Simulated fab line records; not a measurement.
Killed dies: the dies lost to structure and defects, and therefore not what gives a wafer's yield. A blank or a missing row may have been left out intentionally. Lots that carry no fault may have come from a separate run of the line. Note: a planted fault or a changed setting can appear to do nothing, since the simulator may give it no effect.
Matching of chambers || flow n5-finfet || N5_FIN_SAQP_SPACER2_ETCHBACK_29 on rie-diel-02 has 4 sister chambers
The step etches SiO2 in CHF3/O2, target depth 12.2 nm, time 6.1 s. 4 wafers are shown with their chamber, then 8 later ones without.

== WAFERS, EACH WITH ITS CHAMBER ==
{"wafer": "L091.1", "chamber": 1, "rf-vpp-V (V)": 502}
{"wafer": "L091.2", "chamber": 3, "rf-vpp-V (V)": 543}
{"wafer": "L091.3", "chamber": 0, "rf-vpp-V (V)": 518}
{"wafer": "L091.4", "chamber": 2, "rf-vpp-V (V)": 523}

== WAFERS WITHOUT THEIR CHAMBER ==
{"wafer": "L091.5", "rf-vpp-V (V)": 524}
{"wafer": "L091.6", "rf-vpp-V (V)": 543}
{"wafer": "L095.1", "rf-vpp-V (V)": 541}
{"wafer": "L095.2", "rf-vpp-V (V)": 517}
{"wafer": "L095.3", "rf-vpp-V (V)": 523}
{"wafer": "L095.4", "rf-vpp-V (V)": 522}
{"wafer": "L095.5", "rf-vpp-V (V)": 544}
{"wafer": "L095.6", "rf-vpp-V (V)": 516}

== CHAMBER TAKEN BY EACH ==
{"wafer": "L091.5", "from the rows above": 2, "in truth": 2}
{"wafer": "L091.6", "from the rows above": 3, "in truth": 3}
{"wafer": "L095.1", "from the rows above": 3, "in truth": 3}
{"wafer": "L095.2", "from the rows above": 0, "in truth": 0}
{"wafer": "L095.3", "from the rows above": 2, "in truth": 2}
{"wafer": "L095.4", "from the rows above": 2, "in truth": 2}
{"wafer": "L095.5", "from the rows above": 3, "in truth": 3}
{"wafer": "L095.6", "from the rows above": 0, "in truth": 0}
Correctly placed: 8 of 8. From these rows, 0 cannot be placed. Number placed wrongly: 0.
How it was worked out, from the rows above alone: a wafer's distance from a chamber is the root of the sum, over the readings, of the square of ((its reading less the chamber's mean) divided by the reading's scatter). The wafer belongs to the nearest chamber; if the next one is less than 2 further off, it can't be placed. For every chamber, the mean is computed from those of its wafers that are shown. The scatter: root of mean squared gap, hidden wafer to nearest shown wafer, with one shown wafer a chamber.
